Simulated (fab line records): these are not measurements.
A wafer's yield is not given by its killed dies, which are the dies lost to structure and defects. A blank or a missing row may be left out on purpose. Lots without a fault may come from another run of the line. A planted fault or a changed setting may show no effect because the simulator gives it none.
Split-lot trial || flow n5Finfet || 21 wafers read from 7 lots, route of 1938 steps

== THE SPLIT ==
At N5_BEOL_M5_ETCH_68 (etches SOC in N2/H2, target depth 80 nm, overetch 16 nm, time 120 s), the setting timeS was moved away from the recipe's 120 s on 3 of the 21 wafers read, by -20.4% to -9.0%. The other wafers ran this setting at the recipe's value.

Reading taken at the split's own step.

== THE READING ==
SiARC_of_BEOL_M5_COAT_66.thkNm (the simulator's own value, which no gauge read), in nm, at N5_BEOL_M5_ETCH_68 (etches SOC in N2/H2, target depth 80 nm, overetch 16 nm, time 120 s). The file gives no usual value for it. Average 6.3 nm, standard deviation 0.16 nm, over the 18 wafers here run with the recipe.

{"wafer": "L076.3", "tool, chamber at the split": "rieDiel-05, 2", "timeS as run, s": 109.2, "against the recipe": "-9.0%", "SiARC_of_BEOL_M5_COAT_66.thkNm, nm": 6.6, "against lot-mates on the recipe": "+0.4"}
{"wafer": "L076.4", "tool, chamber at the split": "rieDiel-05, 2,3", "timeS as run, s": 120, "against the recipe": "recipe", "SiARC_of_BEOL_M5_COAT_66.thkNm, nm": 6.2, "against lot-mates on the recipe": "-"}
{"wafer": "L076.5", "tool, chamber at the split": "rieDiel-05, 2,3", "timeS as run, s": 120, "against the recipe": "recipe", "SiARC_of_BEOL_M5_COAT_66.thkNm, nm": 6.2, "against lot-mates on the recipe": "-"}
{"wafer": "L078.2", "tool, chamber at the split": "rieDiel-05, 0,1", "timeS as run, s": 120, "against the recipe": "recipe", "SiARC_of_BEOL_M5_COAT_66.thkNm, nm": 6.4, "against lot-mates on the recipe": "-"}
{"wafer": "L078.3", "tool, chamber at the split": "rieDiel-05, 0,1", "timeS as run, s": 120, "against the recipe": "recipe", "SiARC_of_BEOL_M5_COAT_66.thkNm, nm": 6.4, "against lot-mates on the recipe": "-"}
{"wafer": "L078.4", "tool, chamber at the split": "rieDiel-05, 3", "timeS as run, s": 120, "against the recipe": "recipe", "SiARC_of_BEOL_M5_COAT_66.thkNm, nm": 6.2, "against lot-mates on the recipe": "-"}
{"wafer": "L080.2", "tool, chamber at the split": "rieDiel-05, 1,0", "timeS as run, s": 120, "against the recipe": "recipe", "SiARC_of_BEOL_M5_COAT_66.thkNm, nm": 6.4, "against lot-mates on the recipe": "-"}
{"wafer": "L080.3", "tool, chamber at the split": "rieDiel-05, 1,0", "timeS as run, s": 120, "against the recipe": "recipe", "SiARC_of_BEOL_M5_COAT_66.thkNm, nm": 6.4, "against lot-mates on the recipe": "-"}
{"wafer": "L080.4", "tool, chamber at the split": "rieDiel-05, 3", "timeS as run, s": 120, "against the recipe": "recipe", "SiARC_of_BEOL_M5_COAT_66.thkNm, nm": 6.2, "against lot-mates on the recipe": "-"}
{"wafer": "L083.2", "tool, chamber at the split": "rieDiel-05, 2,3", "timeS as run, s": 120, "against the recipe": "recipe", "SiARC_of_BEOL_M5_COAT_66.thkNm, nm": 6.2, "against lot-mates on the recipe": "-"}
{"wafer": "L083.3", "tool, chamber at the split": "rieDiel-05, 2,3", "timeS as run, s": 120, "against the recipe": "recipe", "SiARC_of_BEOL_M5_COAT_66.thkNm, nm": 6.2, "against lot-mates on the recipe": "-"}
{"wafer": "L083.6", "tool, chamber at the split": "rieDiel-05, 1", "timeS as run, s": 120, "against the recipe": "recipe", "SiARC_of_BEOL_M5_COAT_66.thkNm, nm": 6.4, "against lot-mates on the recipe": "-"}
{"wafer": "L084.1", "tool, chamber at the split": "rieDiel-03, 1,3", "timeS as run, s": 120, "against the recipe": "recipe", "SiARC_of_BEOL_M5_COAT_66.thkNm, nm": 6.6, "against lot-mates on the recipe": "-"}
{"wafer": "L084.2", "tool, chamber at the split": "rieDiel-03, 1,3", "timeS as run, s": 120, "against the recipe": "recipe", "SiARC_of_BEOL_M5_COAT_66.thkNm, nm": 6.6, "against lot-mates on the recipe": "-"}
{"wafer": "L084.3", "tool, chamber at the split": "rieDiel-03, 0", "timeS as run, s": 120, "against the recipe": "recipe", "SiARC_of_BEOL_M5_COAT_66.thkNm, nm": 6.4, "against lot-mates on the recipe": "-"}
{"wafer": "L087.1", "tool, chamber at the split": "rieDiel-03, 0,1", "timeS as run, s": 95.55, "against the recipe": "-20.4%", "SiARC_of_BEOL_M5_COAT_66.thkNm, nm": 7.6, "against lot-mates on the recipe": "+1.0"}
{"wafer": "L087.4", "tool, chamber at the split": "rieDiel-03, 0,1", "timeS as run, s": 95.55, "against the recipe": "-20.4%", "SiARC_of_BEOL_M5_COAT_66.thkNm, nm": 7.6, "against lot-mates on the recipe": "+1.0"}
{"wafer": "L087.2", "tool, chamber at the split": "rieDiel-03, 3", "timeS as run, s": 120, "against the recipe": "recipe", "SiARC_of_BEOL_M5_COAT_66.thkNm, nm": 6.6, "against lot-mates on the recipe": "-"}
{"wafer": "L090.1", "tool, chamber at the split": "rieDiel-06, 1", "timeS as run, s": 120, "against the recipe": "recipe", "SiARC_of_BEOL_M5_COAT_66.thkNm, nm": 6.2, "against lot-mates on the recipe": "-"}
{"wafer": "L090.2", "tool, chamber at the split": "rieDiel-06, 3", "timeS as run, s": 120, "against the recipe": "recipe", "SiARC_of_BEOL_M5_COAT_66.thkNm, nm": 6.4, "against lot-mates on the recipe": "-"}
{"wafer": "L090.3", "tool, chamber at the split": "rieDiel-06, 2", "timeS as run, s": 120, "against the recipe": "recipe", "SiARC_of_BEOL_M5_COAT_66.thkNm, nm": 6, "against lot-mates on the recipe": "-"}
When a row names more than one chamber, that row covers several wafers, and the file does not tell which wafer ran in which chamber.

THE FIT
A straight line over all 21 wafers: SiARC_of_BEOL_M5_COAT_66.thkNm changes by -0.0597 nm for each +1% of timeS; r = -0.91; the points scatter about the line by 0.17 nm.
The same after taking each lot's own level away (the mean of its wafers on the recipe; 21 wafers): -0.0487 nm for each +1%; r = -0.95; scatter 0.1 nm.
On that fit, the largest move of timeS shifts the reading by 0.99 nm.
The lots' own levels span 6.20 to 6.60 nm, that is 2.4 times the standard deviation above.
Hence the slope depends on the lot-to-lot level, as the two fits are not the same.
Check: +0.985 nm against its lot-mates is what the line predicts for one of the wafers moved furthest among these (-20.4%) when that wafer is left out of the fit. It came out at +1 nm against them.

== THE OTHER SPLITS THESE WAFERS WENT THROUGH ==
Other splits were also applied to these wafers ahead of the reading. Each is held against what the fit with the lots' levels taken away leaves over:
{"other split on the same wafers": "N5_BEOL_M4_DESCUM_33 timeS", "wafers away from the commonest value": 9, "r with SiARC_of_BEOL_M5_COAT_66.thkNm (lot level and that fit taken away)": "+0.19"}
{"other split on the same wafers": "N5_BEOL_M4_TRENCH_ETCH_37 sourceW", "wafers away from the commonest value": 6, "r with SiARC_of_BEOL_M5_COAT_66.thkNm (lot level and that fit taken away)": "+0.01"}
{"other split on the same wafers": "N5_BEOL_M5_COAT_22 spinRpm", "wafers away from the commonest value": 6, "r with SiARC_of_BEOL_M5_COAT_66.thkNm (lot level and that fit taken away)": "+0.24"}

== THE FILE'S OWN FIT ==
SiARC_of_BEOL_M5_COAT_66.thkNm changes by -0.0483 nm for each +1% of timeS, r = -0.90.
